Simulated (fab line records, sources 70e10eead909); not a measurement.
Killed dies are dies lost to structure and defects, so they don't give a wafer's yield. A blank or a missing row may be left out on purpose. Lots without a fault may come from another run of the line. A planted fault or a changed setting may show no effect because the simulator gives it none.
A struck lot beside a sound one | flow nand_harc | 14 steps out of a route of 1302
Sound: wafers L641.4, L641.5, L641.6. Struck: wafers L639.2, L639.5, L639.6. The cause comes at the end.
At each step with rows: each side's tool, then ch and its chambers, then its first start. Under that, the readings that differ: sound wafers | struck wafers | difference of the means | sigmas: that difference in standard deviations of wafers without a fault.
alike: readings whose means differ by less than 2 such deviations, and words and numbers that are the same on both sides. not compared: withheld readings, readings that some wafer has no value for, bounds like >300 that may hide the same value, and numbers for which the record gives no deviation and whose values overlap.
The two part at a step that has a row with sigmas, a row that says differs or no value, or rows on one side only. Numbers that don't overlap but have no deviation are shown without sigmas and don't part them. A reading that every wafer of one side lacks parts them only if that side has two wafers or more.

first, 1 step without rows for these wafers: NHARC_A_SGD_CUT_ETCH_26 (etches SiO2 in dHF, target depth 45.8 nm).
NHARC_A_SGD_CUT_ETCHBACK_24: etches the open film in CH3F/O2, target depth 50 nm, time 92.857 s.
  sound on rie_diel-12 ch 0,2,3, day 26 21:07; struck on rie_diel-13 ch 0,1, day 25 16:23
  alike: drypump_motor_current_A, oes_product_au, rf_vpp_V, showerhead_plenum_p_Torr, throttle_valve_pct
  not compared: rf_hours_counter_h
NHARC_A_SGD_CUT_STRIP_28: strips in O2, time 20 s.
  sound on rie_diel-12 ch 0,3; struck on rie_diel-13 ch 1,2
  alike: drypump_motor_current_A, oes_product_au, rf_vpp_V, showerhead_plenum_p_Torr, throttle_valve_pct
  not compared: rf_hours_counter_h
NHARC_A_SGD_CUT_INSPECT_25:
  sound on defect_inspect-02, day 26 21:20; struck on defect_inspect-02, day 25 16:37
  alike: raw_defect_count
NHARC_A_SLIT_DEP_25: deposits SiO2, target thk 200 nm.
  sound on pecvd-01 ch 0,1,2, day 26 21:31; struck on pecvd-04 ch 0,1, day 25 16:40
  alike: heater_power_w, throttle_valve_pct
NHARC_A_SLIT_DEP_00: deposits aC, target thk 6200 nm.
  sound on acl_dep-02 ch 0, day 27 01:49; struck on acl_dep-01 ch 0, day 25 20:39
  alike: throttle_valve_pct
NHARC_A_SLIT_DEP_23: deposits SiON, target thk 100 nm.
  sound on pecvd-04 ch 0,1,2, day 27 03:47; struck on pecvd-01 ch 1,2, day 25 23:51
  alike: heater_power_w
then, 5 steps without rows for these wafers: NHARC_A_SLIT_DEHYDRATE_01 (time 120 s); NHARC_A_SLIT_HMDS_02 (time 30 s); NHARC_A_SLIT_COAT_03 (resist thk 90 nm); NHARC_A_SLIT_SOFTBAKE_04 (time 55 s); NHARC_A_SLIT_EBR_05.
NHARC_A_SLIT_EXPOSE_06: exposes mask SLIT.
  sound on arfi_scanner-02 ch 0, day 27 04:13; struck on arfi_scanner-01, day 26 00:14
  no value came back on the struck wafers for exposure_dose_mJ_cm2, focus_offset_nm (nm); on the sound wafers exposure_dose_mJ_cm2 reads 60.81 60.74 60.79
  alike: mask
then, 1 step without rows for these wafers: NHARC_A_SLIT_PEB_07 (peb time 65 s).

WHERE THEY PART
Only at NHARC_A_SLIT_EXPOSE_06, within this record.

WHY: what the simulator had put in
Skipped step whole: arfi_scanner-01, from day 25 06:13 on, at NHARC_A_SLIT_EXPOSE_06. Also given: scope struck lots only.
